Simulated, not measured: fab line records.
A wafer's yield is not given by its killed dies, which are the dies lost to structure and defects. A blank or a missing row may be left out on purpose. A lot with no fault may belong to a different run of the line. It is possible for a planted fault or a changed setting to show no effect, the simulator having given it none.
Matching of chambers	flow nand harc	rie diel-02 running NHARC_P_M2_STRIP_18: 4 sister chambers
The step strips in N2/H2. 4 wafers are shown with their chamber, then 10 later ones without.

## WAFERS, EACH WITH ITS CHAMBER
wafer	chamber	drypump motor current A (A)
L269.1	3	6.8
L272.3	0	5.5
L272.6	1	5.2
L274.5	2	5.3

## WAFERS MISSING THEIR CHAMBER
wafer	drypump motor current A (A)
L274.6	6.7
L273.2	6.7
L273.3	5.3
L273.5	5.2
L275.2	6.8
L275.4	5.3
L275.5	5.3
L276.2	5.5
L276.3	5.3
L276.5	6.8

## WHICH CHAMBER EACH ONE RAN IN
wafer	from the rows above	in truth
L274.6	3	3
L273.2	3	3
L273.3	2	2
L273.5	1	1
L275.2	3	3
L275.4	2	2
L275.5	2	2
L276.2	0	0
L276.3	2	2
L276.5	3	3
Placed correctly: 10 of 10. Left unplaced by these rows: 0. 0 placed wrongly.
How it was worked out, from the rows above alone: a wafer's distance from a chamber is the root of the sum, over the readings, of the square of ((its reading less the chamber's mean) divided by the reading's scatter). The wafer belongs to the nearest chamber; if the next one is less than 2 further off, it can't be placed. The mean given for a chamber averages the wafers shown for that chamber. The scatter: with one shown wafer a chamber, the root of the mean of the squares of how far each hidden wafer lies from its nearest shown one.
